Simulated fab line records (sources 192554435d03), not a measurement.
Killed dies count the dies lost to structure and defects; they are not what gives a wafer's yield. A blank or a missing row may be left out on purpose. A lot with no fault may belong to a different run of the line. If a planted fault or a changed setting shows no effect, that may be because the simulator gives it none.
The tool behind it: which one?    flow n5-finfet    12 lots with 36 wafers sampled at 3 steps, on a route of 1938 steps

## WHAT EACH GAUGE READ, for each wafer
N5_BEOL_M8_INSPECT_30: inspects for defects (brightfield).
lot   measured      on                 raw-defect-count
L074  day 9 11:23   defect-inspect-02  407 543 471
L077  day 10 03:17  defect-inspect-02  339 298 392
L079  day 10 17:48  defect-inspect-02  389 463 424
L082  day 11 04:53  defect-inspect-01  358 296 524
L080  day 11 14:19  defect-inspect-01  350 501 565
L085  day 12 06:28  defect-inspect-01  447 442 438
L087  day 13 04:04  defect-inspect-02  295 268 332
L090  day 13 12:01  defect-inspect-02  372 440 444
L089  day 13 22:08  defect-inspect-01  600 543 452
L094  day 14 05:14  defect-inspect-02  487 431 463
L095  day 14 15:17  defect-inspect-01  361 394 326
L097  day 15 14:50  defect-inspect-01  417 399 540

## WHAT TOOL EACH LOT RAN ON (gives the tool, then ch and the chambers of the sampled wafers, and finally the start)
lot   N5_BEOL_M7_PRE_CLEAN_45       N5_BEOL_M8_STRIP_67
L074  pvd-sputter-02, day 9 02:22   rie-diel-02 ch 0,2,3, day 9 10:38
L077  pvd-sputter-01, day 9 18:48   rie-diel-04 ch 0,1,2, day 10 01:49
L079  pvd-sputter-01, day 10 12:24  rie-diel-04 ch 0,2,3, day 10 16:20
L082  pvd-sputter-02, day 10 23:38  rie-diel-05 ch 1,2, day 11 03:43
L080  pvd-sputter-01, day 11 07:02  rie-diel-05 ch 1,2,3, day 11 11:35
L085  pvd-sputter-03, day 12 00:35  rie-diel-04 ch 1,3, day 12 05:17
L087  pvd-sputter-03, day 12 23:37  rie-diel-05 ch 0,2,3, day 13 02:49
L090  pvd-sputter-03, day 13 05:37  rie-diel-05 ch 0,1, day 13 09:42
L089  pvd-sputter-02, day 13 16:53  rie-diel-05 ch 1,2, day 13 20:55
L094  pvd-sputter-03, day 14 00:27  rie-diel-04 ch 0,2,3, day 14 04:34
L095  pvd-sputter-03, day 14 09:56  rie-diel-04 ch 0,1,2, day 14 14:32
L097  pvd-sputter-02, day 15 04:37  rie-diel-05 ch 0,1, day 15 11:07
- N5_BEOL_M7_PRE_CLEAN_45: time 30 s.
- N5_BEOL_M8_STRIP_67: strips in CF4.

## THE ANSWER, worked out from the rows above alone
Rule: what is usual is taken from the lots themselves. Put in order of their means at a reading, lots are off if they are a third of the lots or fewer, leave a main group of 4 or more, and stand apart from it by a gap of 3 or more times the standard deviation of the main group's means; of several such gaps the widest counts. Not used: any main group whose means are identical at the precision the tables above print for the reading. A lot without any number at a reading at which 4 lots or more have one is off too. All remaining lots with rows at the step are treated as sound.
Across all readings shown, no lot is off: no conclusion can be drawn from this.

## WHAT WAS PUT IN BY THE SIMULATOR
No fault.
